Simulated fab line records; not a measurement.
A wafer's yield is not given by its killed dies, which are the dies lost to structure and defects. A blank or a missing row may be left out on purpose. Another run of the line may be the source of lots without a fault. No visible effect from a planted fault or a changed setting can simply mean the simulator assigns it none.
fab line records | flow n5_finfet
[record] lots = 6 wafers = 18 last_day = 18
route steps=1938 shown BEOL_M13@1710 BEOL_M14@1716 PASSIVATION@1936
lots that met no fault: taken from a fault-free run of the same line
start_h: hours from the record's opening day to when the first of the lot's shown wafers began | wait_h: time in hours since the lot's previous step | " repeats the value in the row above | L1.1+2: a row that stands for several wafers | - either no value or no given start | * or withheld: withheld | < > ~ a bound
route shown NAME@n: names a module that has steps shown in the file, with the first one's number in the route | usual: average and standard deviation across the fault-free wafers | same: alike in all rows | chamber/n: place in a boat | sites: the reading at each site | _std_site: standard deviation of those values | _edge_site: the outer-site mean with the inner-site mean subtracted | radius_mm: for every site, how far away it sits from the centre of the wafer | mask NAME#n: copy n | behind: the tool/chamber that last shaped the wafer | hold: the reason the lot was held/the length of the hold in hours/how it ended | device: which transistor (n, p or np) failed to switch | end of line: at the end of the route, the tests of the same wafers | a step without rows: its recipe alone | killed: at the first sort, the dies lost to defects and structure; wafer yield is something else | map: the dies of a wafer, with x for killed, . for not killed, _ for no die there
set.NAME: setting as actually run; set.NAME@STEP: the setting as run at that earlier step | model.NAME: the simulator's own value behind a step, which no gauge read
lots at some steps of the route; a table a step, a row a wafer
services: when a tool's chamber went out of use (start_h, in hours from the record's first day, below 0 if earlier), for how many hours, and the reason
[[steps]]
[step N5_BEOL_M13_CMP_49]
[recipe] stop_on = SiOC t_overpolish_s = 17.1 down_force_psi = 1 platen_rpm = 50 clearing_platen_down_force_psi = 1.5 clearing_platen_rpm = 50 post_cmp_clean = cu_alkaline target_thk_nm = 420 clearing_platen_pad_velocity_m_s = 0.99484 pad_velocity_m_s = 0.99484
[usual] barrier_field_endpoint_s = 29.9/0.66 motor_current_A = 6.1/0.52 overpolish_run_s = 17.101/0.0083 platen_rpm = 50.00/0.031
// columns lot.wafer tool chamber start_h wait_h barrier_field_endpoint_s motor_current_A overpolish_run_s platen_rpm
L757.2 cmp-03 2 263.43 0.2 30.0 5.6 17.112 50.03
L757.1 " 3 " " 30.1 5.8 17.105 49.99
L757.5 " 2 " " 30.3 5.3 17.107 50.05
L760.1 cmp-04 0 308.51 0.3 30.2 5.9 17.095 49.96
L760.4 " 1 " " 30.9 6.0 17.108 50.02
L760.5 " 1 " " 29.7 6.3 17.090 50.03
L766.1 cmp-02 1 349.24 0.3 30.3 5.9 17.085 50.02
L766.3 " 2 " " 30.7 5.0 17.104 50.01
L766.5 " 0 " " 29.3 6.9 17.094 49.98
L767.4 cmp-04 1 358.91 0.1 29.0 6.4 17.102 50.03
L767.2 " 2 " " 29.0 6.3 17.102 50.01
L767.1 " 0 " " 29.1 6.1 17.101 50.00
L772.3 cmp-04 3 394.30 0.2 29.1 5.5 17.094 49.99
L772.5 " 2 " " 29.8 6.4 17.101 49.96
L772.6 " 3 " " 29.8 5.9 17.087 50.03
L776.3 cmp-04 2 403.48 0.2 28.9 6.4 17.100 49.98
L776.4 " 0 " " 29.3 5.7 17.108 50.04
L776.6 " 2 " " 29.1 6.8 17.092 49.93
[step N5_BEOL_M13_THK_MEAS_50]
[recipe] thk_meas_gauge = xrf reads = Cu_of_BEOL_M13_ECD_47
[usual] M13_THK = 412/10
// columns lot.wafer tool chamber start_h wait_h M13_THK[nm]
L757.1 film_metro-02 - 263.69 - 410
L757.2 " - " " 418
L757.5 " - " " 409
L760.1 film_metro-01 - 308.81 - 397
L760.4 " - " " 405
L760.5 " - " " 403
L766.1 film_metro-02 - 349.46 - 414
L766.3 " - " " 419
L766.5 " - " " 420
L767.1 film_metro-01 - 359.20 - 401
L767.2 " - " " 419
L767.4 " - " " 420
L772.3 film_metro-02 - 394.56 - 412
L772.5 " - " " 408
L772.6 " - " " 426
L776.3 film_metro-01 - 403.74 - 407
L776.4 " - " " 413
L776.6 " - " " 406
[step N5_BEOL_M13_PRE_CLEAN_52]
[recipe] gas = NH3 time_s = 15 temp_c = withheld rf_power_w = 300
[step N5_BEOL_M13_DEP_53]
[recipe] material = SiCN target_thk_a = 500 temp_c = withheld precursor = 3MS/NH3 pressure_torr = 3 rf_w = 675 time_s = 17.8
[usual] rf_fwd_power_W = 667.5/2.3 showerhead_plenum_p_Torr = 4.170/0.018 throttle_valve_pct = 18.2/0.77
// columns lot.wafer tool chamber start_h wait_h rf_fwd_power_W showerhead_plenum_p_Torr throttle_valve_pct
L757.1 pecvd-03 1 263.75 0.0 668.6 4.170 18.1
L757.2 " 0 " " 667.5 4.186 18.3
L757.5 " 0 " " 667.4 4.191 17.9
L760.1 pecvd-03 0 308.87 0.0 667.4 4.199 18.4
L760.4 " 1 " " 668.3 4.172 18.2
L760.5 " 2 " " 666.0 4.175 17.8
L766.1 pecvd-02 0 349.52 0.0 668.9 4.184 18.1
L766.3 " 1 " " 666.6 4.165 19.4
L766.5 " 1 " " 662.7 4.176 19.2
L767.1 pecvd-04 0 359.27 0.0 669.8 4.126 17.4
L767.2 " 2 " " 666.6 4.132 17.0
L767.4 " 2 " " 666.4 4.136 17.0
L772.3 pecvd-03 1 394.65 0.0 667.6 4.172 18.2
L772.5 " 2 " " 671.4 4.166 18.0
L772.6 " 1 " " 664.5 4.173 18.2
L776.3 pecvd-02 1 403.80 0.0 669.7 4.162 19.3
L776.4 " 1 " " 667.5 4.185 19.3
L776.6 " 0 " " 669.6 4.182 18.1
[step N5_BEOL_M13_RS_MEAS_54]
[recipe] thk_meas_gauge = four-point-probe reads = Cu_of_BEOL_M13_ECD_47+Ta_of_BEOL_M13_SPUTTER_44+TaN_of_BEOL_M13_SPUTTER_43
[usual] M13_RS = 0.0450/0.0011
// columns lot.wafer tool chamber start_h wait_h M13_RS[ohm/sq]
L757.1 film_metro-01 - 263.82 0.0 0.0456
L757.2 " - " " 0.0448
L757.5 " - " " 0.0456
L760.1 film_metro-01 - 308.94 0.0 0.0461
L760.4 " - " " 0.0450
L760.5 " - " " 0.0452
L766.1 film_metro-01 - 349.59 0.0 0.0443
L766.3 " - " " 0.0439
L766.5 " - " " 0.0440
L767.1 film_metro-02 - 359.33 0.0 0.0459
L767.2 " - " " 0.0435
L767.4 " - " " 0.0437
L772.3 film_metro-01 - 394.71 0.1 0.0453
L772.5 " - " " 0.0460
L772.6 " - " " 0.0437
L776.3 film_metro-02 - 403.87 0.1 0.0456
L776.4 " - " " 0.0448
L776.6 " - " " 0.0454
[step N5_BEOL_M13_INSPECT_55]
[recipe] inspect_instrument = darkfield mode = post_dep
[usual] raw_defect_count = 72/25
// columns lot.wafer tool chamber start_h wait_h raw_defect_count
L757.1 defect_inspect-02 - 263.85 0.0 87
L757.2 " - " " 73
L757.5 " - " " 75
L760.1 defect_inspect-01 - 308.96 0.0 67
L760.4 " - " " 46
L760.5 " - " " 127
L766.1 defect_inspect-01 - 349.61 0.0 44
L766.3 " - " " 42
L766.5 " - " " 75
L767.1 defect_inspect-02 - 359.36 0.0 61
L767.2 " - " " 92
L767.4 " - " " 66
L772.3 defect_inspect-01 - 394.74 0.0 47
L772.5 " - " " 39
L772.6 " - " " 44
L776.3 defect_inspect-02 - 403.89 0.0 47
L776.4 " - " " 54
L776.6 " - " " 54
[step N5_BEOL_M14_ILD_DEP_00]
[recipe] material = SiO2 target_thk_a = 11193 temp_c = 400 precursor = TEOS/O2 pressure_torr = 6.5 rf_w = 900 teos_flow_sccm = 161.4 gas = O2 flow_sccm = 2650 time_s = 237.4
[usual] heater_power_w = 631/130 rf_fwd_power_W = 898.3/2.9 showerhead_plenum_p_Torr = 8.35/0.035 throttle_valve_pct = 19.0/1.1
// columns lot.wafer tool chamber start_h wait_h heater_power_w rf_fwd_power_W showerhead_plenum_p_Torr throttle_valve_pct
L757.1 pecvd-04 1 263.88 0.0 482 896.5 8.39 20.4
L757.2 " 0 " " 682 895.6 8.31 18.6
L757.5 " 1 " " 575 897.5 8.37 20.4
L760.1 pecvd-04 0 309.00 0.0 571 896.8 8.27 18.2
L760.4 " 0 " " 655 902.1 8.29 18.3
L760.5 " 2 " " 586 893.0 8.30 17.4
L766.1 pecvd-03 1 349.65 0.0 417 896.4 8.37 18.7
L766.3 " 0 " " 497 892.3 8.40 18.8
L766.5 " 1 " " 448 894.8 8.35 18.7
L767.1 pecvd-01 0 359.40 0.0 606 902.9 8.38 19.9
L767.2 " 2 " " 707 897.9 8.33 18.2
L767.4 " 0 " " 462 898.0 8.40 20.1
L772.3 pecvd-04 2 394.85 0.1 709 900.9 8.31 17.5
L772.5 " 0 " " 568 895.4 8.29 18.3
L772.6 " 2 " " 753 901.5 8.30 17.3
L776.3 pecvd-01 0 403.93 0.0 607 897.5 8.38 19.8
L776.4 " 2 " " 623 894.9 8.33 18.3
L776.6 " 0 " " 460 897.3 8.38 19.9
[step N5_BEOL_M14_THK_MEAS_01]
[recipe] reads = SiO2_of_BEOL_M14_ILD_DEP_00
[usual] M14_ILD_THK = 1126/16
// columns lot.wafer tool chamber start_h wait_h M14_ILD_THK[nm]
L757.1 film_metro-01 - 264.15 0.2 1118
L757.2 " - " " 1094
L757.5 " - " " 1119
L760.1 film_metro-02 - 309.19 0.1 1123
L760.4 " - " " 1135
L760.5 " - " " 1131
L766.1 film_metro-02 - 349.84 0.1 1100
L766.3 " - " " 1122
L766.5 " - " " 1126
L767.1 film_metro-02 - 359.66 0.2 1103
L767.2 " - " " 1119
L767.4 " - " " 1121
L772.3 film_metro-01 - 395.05 0.1 1118
L772.5 " - " " 1116
L772.6 " - " " 1115
L776.3 film_metro-01 - 404.12 0.1 1117
L776.4 " - " " 1153
L776.6 " - " " 1138
[step N5_BEOL_M14_COAT_58]
[recipe] resist = BARC temp_c = 205 time_s = 60 spin_rpm = 1500 resist_thk_nm = 89
[step N5_BEOL_M14_COAT_04]
[recipe] spin_rpm = 1704 resist_thk_nm = 800
[step N5_BEOL_M14_EBR_06]
[recipe] solvent = PGMEA ebr_width_mm = 1.5
[step N5_BEOL_M14_SOFTBAKE_05]
[recipe] temp_c = 130 time_s = 60
[step N5_BEOL_M14_EXPOSE_07]
[recipe] mask_id = V13 na = 0.8 source_shape = annular sigma_inner = 0.5 sigma_outer = 0.8 polarization = unpolarized attpsm_phase_deg = 180 dose_mj = 57
[usual] exposure_dose_mJ_cm2 = 56.97/0.055 focus_offset_nm = 0.0/0.56
// columns lot.wafer tool chamber start_h wait_h mask exposure_dose_mJ_cm2 focus_offset_nm
L757.1 krf_scanner-02 0 264.41 - V13#0 56.97 0.9
L757.2 " 0 " " V13#0 56.97 1.1
L757.5 " 0 " " V13#0 57.00 0.1
L760.1 krf_scanner-02 0 309.32 - V13#0 56.91 0.2
L760.4 " 0 " " V13#0 56.96 -0.8
L760.5 " 0 " " V13#0 56.94 -0.2
L766.1 krf_scanner-02 0 349.97 - V13#0 58.23 0.9
L766.3 " 0 " " V13#0 58.17 0.4
L766.5 " 0 " " V13#0 58.17 -0.1
L767.1 krf_scanner-02 0 359.79 - V13#0 57.79 -0.9
L767.2 " 0 " " V13#0 57.82 -0.7
L767.4 " 0 " " V13#0 57.70 -0.7
L772.3 krf_scanner-01 0 395.19 - V13#0 56.88 0.1
L772.5 " 0 " " V13#0 56.95 0.2
L772.6 " 0 " " V13#0 56.93 0.0
L776.3 krf_scanner-01 0 404.26 - V13#0 56.97 -0.7
L776.4 " 0 " " V13#0 56.96 0.1
L776.6 " 0 " " V13#0 56.85 0.3
[step N5_BEOL_M14_PEB_08]
[recipe] peb_temp_c = 130 peb_time_s = 90
[step N5_PASSIVATION_PROBE_49]
[usual] defect_limited_yield = 91.2/1.4 killed_at_M0_to_M3 = 34/9.3 killed_at_M4_up = 14/5.9 killed_at_contacts = 14/5.7 killed_at_front_end = 38/10 killed_at_other = 4/3.2 killed_dies = 104/17 killed_open = 67/13 killed_short = 33/6.9 sort_bin_4_leakage = 0/3.6 sort_bin_5_function = 5.2/1 sort_bin_6_memory = 3.3/0.61 sort_bin_8_speed = 0.3/1.8 sort_n_pass = 1069/52 sort_yield_pct = 91/4.4
[same] gross_dies = 1180 killed_at_back_side = 0
// columns lot.wafer tool chamber start_h wait_h defect_limited_yield[%] killed_at_M0_to_M3 killed_at_M4_up killed_at_contacts killed_at_front_end killed_at_other killed_dies killed_open killed_short sort_bin_4_leakage[%] sort_bin_5_function[%] sort_bin_6_memory[%] sort_bin_8_speed[%] sort_n_pass sort_yield_pct[%]
L757.1 prober-01 - 292.10 0.0 90.4 40 9 21 40 3 113 74 37 0 5.5 3.9 0 1067 90
L757.2 prober-01 - 292.15 0.1 91.6 24 3 16 43 13 99 68 30 0 5.3 3.1 0 1081 92
L757.5 prober-01 - 292.30 0.2 90.6 34 10 23 36 8 111 58 50 0 4.8 4.0 6.9 988 84
L760.1 prober-01 - 332.15 0.0 91.0 40 11 13 42 0 106 62 36 0 4.8 3.4 0 1074 91
L760.4 prober-01 - 332.30 0.2 92.5 36 10 17 25 1 89 57 29 0 4.4 2.9 0 1091 92
L760.5 prober-01 - 332.35 0.2 92.5 26 18 14 28 3 89 51 33 0 4.6 2.7 0 1091 92
L766.1 prober-01 - 376.23 0.0 89.1 49 31 12 34 3 129 92 33 0 7.3 3.5 0 1051 89
L766.3 prober-01 - 376.33 0.1 90.4 31 32 14 36 0 113 83 24 0 5.5 3.9 0 1067 90
L766.5 prober-01 - 376.43 0.2 91.6 22 15 11 47 4 99 66 22 0 5.3 3.1 0 1081 92
L767.1 prober-02 - 385.13 0.0 93.1 31 10 10 28 3 82 59 22 0 3.8 3.0 0 1098 93
L767.2 prober-02 - 385.18 0.1 92.6 30 12 15 26 4 87 42 39 0 4.8 2.4 0 1093 93
L767.4 prober-02 - 385.28 0.2 93.7 26 9 11 23 5 74 48 21 0 3.6 2.5 0 1106 94
L772.3 prober-02 - 428.46 0.1 88.7 38 2 17 69 7 133 83 40 0 7.7 3.5 0 1047 89
L772.5 prober-02 - 428.56 0.2 90.3 31 7 8 64 4 114 75 37 0 5.3 3.9 0 1066 90
L772.6 prober-02 - 428.61 0.3 89.5 38 15 13 56 2 124 68 52 39 5.8 4.0 0 592 50
L776.3 prober-01 - 428.77 0.1 91.5 40 5 21 26 8 100 67 25 0 5.5 2.7 0 1080 92
L776.4 prober-01 - 428.82 0.2 93.1 28 9 16 26 3 82 52 26 0 3.7 2.9 0 1098 93
L776.6 prober-01 - 428.92 0.3 92.7 36 5 5 37 3 86 59 26 0 4.6 2.7 0 1094 93
// killed by level:class
L757.1 MOL_CONTACT_COAG:geometric_particle:open=16 BEOL_M2:geometric_particle:open=10 GATE_CUT:geometric_particle:short=7 FIN_SAQP:geometric_particle:open=6 DUMMY_GATE:geometric_particle:open=6 BEOL_M0_SAQP:geometric_particle:open=6 BEOL_M3:geometric_particle:open=6 MOL_CONTACT_COAG:geometric_particle:short=5
L757.2 MOL_CONTACT_COAG:geometric_particle:open=15 GATE_CUT:geometric_particle:short=8 BEOL_M1:geometric_particle:open=8 DUMMY_GATE:geometric_particle:open=7 PAD_METAL:geometric_particle:short=7 FIN_SAQP:geometric_particle:open=5 STI_FIN_REVEAL:geometric_particle:open=5 PAD_METAL:geometric_particle:open=5
L757.5 MOL_CONTACT_COAG:geometric_particle:open=18 BEOL_M0_SAQP:geometric_particle:short=12 FIN_SAQP:geometric_particle:short=10 GATE_CUT:geometric_particle:short=10 BEOL_M0_SAQP:geometric_particle:open=7 FIN_SAQP:geometric_particle:open=5 MOL_CONTACT_COAG:geometric_particle:short=5 BEOL_M4:geometric_particle:open=5
L760.1 STI_FIN_REVEAL:geometric_particle:open=15 BEOL_M0_SAQP:geometric_particle:open=10 MOL_CONTACT_COAG:geometric_particle:open=8 STI_FIN_REVEAL:geometric_particle:short=5 BEOL_M0_SAQP:geometric_particle:short=5 BEOL_M3:geometric_particle:open=5 FIN_SAQP:geometric_particle:short=4 ILD0:geometric_particle:short=4
L760.4 MOL_CONTACT_COAG:geometric_particle:open=14 STI_FIN_REVEAL:geometric_particle:open=6 BEOL_M2:geometric_particle:open=6 BEOL_M3:geometric_particle:open=6 STARTING-WAFER:geometric_particle:short=6 BEOL_M0_SAQP:geometric_particle:open=5 BEOL_M3:geometric_particle:short=5 DUMMY_GATE:geometric_particle:open=4
L760.5 MOL_CONTACT_COAG:geometric_particle:open=11 STI_FIN_REVEAL:geometric_particle:open=6 BEOL_M6:geometric_particle:open=6 BEOL_M0_SAQP:geometric_particle:short=5 GATE_CUT:geometric_particle:short=4 BEOL_M5:geometric_particle:open=4 BEOL_M0_SAQP:geometric_particle:open=4 BEOL_M1:geometric_particle:short=4
L766.1 BEOL_M2:geometric_particle:open=22 BEOL_M4:geometric_particle:open=16 BEOL_M0_SAQP:geometric_particle:open=13 ILD0:geometric_particle:open=8 MOL_CONTACT_COAG:geometric_particle:open=7 BEOL_M0_SAQP:geometric_particle:short=6 BEOL_M2:geometric_particle:short=6 FIN_SAQP:geometric_particle:open=5
L766.3 BEOL_M4:geometric_particle:open=16 BEOL_M2:geometric_particle:open=16 STI_FIN_REVEAL:geometric_particle:open=8 DUMMY_GATE:geometric_particle:open=7 MOL_CONTACT_COAG:geometric_particle:open=7 FIN_SAQP:geometric_particle:open=6 MOL_CONTACT_COAG:geometric_particle:short=5 ILD0:geometric_particle:short=4
L766.5 FIN_SAQP:geometric_particle:open=23 BEOL_M2:geometric_particle:open=11 MOL_CONTACT_COAG:geometric_particle:open=8 FIN_SAQP:geometric_particle:short=7 GATE_CUT:geometric_particle:short=4 BEOL_M3:geometric_particle:open=4 BEOL_M4:geometric_particle:open=4 STI_FIN_REVEAL:geometric_particle:open=3
L767.1 BEOL_M3:geometric_particle:open=11 MOL_CONTACT_COAG:geometric_particle:open=9 BEOL_M2:geometric_particle:open=9 FIN_SAQP:geometric_particle:open=6 STARTING-WAFER:geometric_particle:short=5 DUMMY_GATE:geometric_particle:open=4 BEOL_M5:geometric_particle:open=4 BEOL_M0_SAQP:geometric_particle:open=3
L767.2 MOL_CONTACT_COAG:geometric_particle:open=9 BEOL_M0_SAQP:geometric_particle:short=8 FIN_SAQP:geometric_particle:short=6 GATE_CUT:geometric_particle:short=6 MOL_CONTACT_COAG:geometric_particle:short=6 BEOL_M0_SAQP:geometric_particle:open=6 BEOL_M1:geometric_particle:open=6 FIN_SAQP:geometric_particle:open=4
L767.4 MOL_CONTACT_COAG:geometric_particle:open=10 BEOL_M2:geometric_particle:open=7 FIN_SAQP:geometric_particle:open=6 BEOL_M0_SAQP:geometric_particle:open=6 BEOL_M0_SAQP:geometric_particle:short=5 PAD_METAL:geometric_particle:open=4 FIN_SAQP:geometric_particle:short=3 STI_FIN_REVEAL:geometric_particle:open=3
L772.3 STI_FIN_REVEAL:geometric_particle:open=26 BEOL_M0_SAQP:geometric_particle:short=12 BEOL_M0_SAQP:geometric_particle:open=10 FIN_SAQP:geometric_particle:open=8 BEOL_M2:geometric_particle:open=8 MOL_CONTACT_COAG:area_etch=8 MOL_CONTACT_COAG:geometric_particle:open=7 GATE_CUT:geometric_particle:open=5
L772.5 STI_FIN_REVEAL:geometric_particle:open=19 FIN_SAQP:geometric_particle:short=9 STI_FIN_REVEAL:geometric_particle:short=8 BEOL_M1:geometric_particle:open=8 BEOL_M2:geometric_particle:open=8 FIN_SAQP:geometric_particle:open=6 MOL_CONTACT_COAG:geometric_particle:open=5 BEOL_M0_SAQP:geometric_particle:short=4
L772.6 STI_FIN_REVEAL:geometric_particle:open=21 BEOL_M0_SAQP:geometric_particle:short=13 FIN_SAQP:geometric_particle:short=12 GATE_CUT:geometric_particle:short=11 BEOL_M0_SAQP:geometric_particle:open=9 MOL_CONTACT_COAG:geometric_particle:open=8 FIN_SAQP:geometric_particle:open=6 BEOL_M1:geometric_particle:open=5
L776.3 MOL_CONTACT_COAG:geometric_particle:open=19 BEOL_M2:geometric_particle:open=9 BEOL_M1:geometric_particle:open=8 BEOL_M3:geometric_particle:open=8 GATE_CUT:geometric_particle:short=7 DUMMY_GATE:geometric_particle:open=4 BEOL_M0_SAQP:geometric_particle:short=3 MIM_TOP:geometric_particle:open=3
L776.4 MOL_CONTACT_COAG:geometric_particle:open=12 FIN_SAQP:geometric_particle:short=7 BEOL_M0_SAQP:geometric_particle:open=7 BEOL_M4:geometric_particle:open=5 FIN_SAQP:geometric_particle:open=4 GATE_CUT:geometric_particle:short=4 BEOL_M2:geometric_particle:open=4 BEOL_M0_SAQP:geometric_particle:short=4
L776.6 STI_FIN_REVEAL:geometric_particle:open=10 GATE_CUT:geometric_particle:short=8 BEOL_M0_SAQP:geometric_particle:short=7 BEOL_M3:geometric_particle:open=6 BEOL_M0_SAQP:geometric_particle:open=6 BEOL_M1:geometric_particle:open=6 BEOL_M2:geometric_particle:open=5 FIN_SAQP:geometric_particle:open=4
[[services]]
// columns tool chamber start_h hours kind
cmp-03 - 239.45 0.9 repair
pecvd-02 - 243.26 0.3 repair
krf_scanner-02 - 243.69 1.3 pm
pecvd-03 - 246.62 0.8 repair
pecvd-04 2 262.03 15.0 repair
pecvd-04 - 269.34 2.8 pm
cmp-04 - 274.33 6.9 pm
krf_scanner-02 0 277.63 - calibration
krf_scanner-02 - 283.36 1.0 pm
cmp-02 - 295.18 1.3 repair
cmp-02 - 305.50 7.7 pm
krf_scanner-01 - 332.13 1.3 pm
krf_scanner-01 - 344.23 4.4 pm
pecvd-01 1 355.77 5.0 repair
pecvd-04 - 363.16 6.0 pm
krf_scanner-02 - 368.77 4.0 pm
cmp-02 - 370.34 6.5 repair
krf_scanner-01 - 379.55 0.8 pm
krf_scanner-01 - 392.57 1.0 pm
cmp-04 - 398.73 4.0 pm
krf_scanner-02 - 401.53 0.8 pm
cmp-03 - 402.42 5.8 repair
cmp-02 - 402.53 4.0 pm
krf_scanner-02 - 402.56 2.9 repair
[[key]]
[first_sign] step = N5_BEOL_M14_EXPOSE_07 reading = exposure_dose_mJ_cm2 direction = up sigmas = 18 usual = 56.97 struck = 57.98
effect none on later readings
met_at N5_BEOL_M14_EXPOSE_07
struck_wafers L766.1,L766.3,L766.5,L767.1,L767.2,L767.4
[loop_trim] step = N5_BEOL_M14_EXPOSE_07 setting = dose lots = L767
onset_between 309.32 349.97
[fault] kind = process_parameter_drift tool = krf_scanner-02 chamber = - onset_h = 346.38 steps = N5_BEOL_M14_EXPOSE_07 channel = dose_mj offset = 1.2619 shape = step acts_in = these_recipes_only stated = 57
// loop_trim: a control loop set the setting to another value than it would have without faults
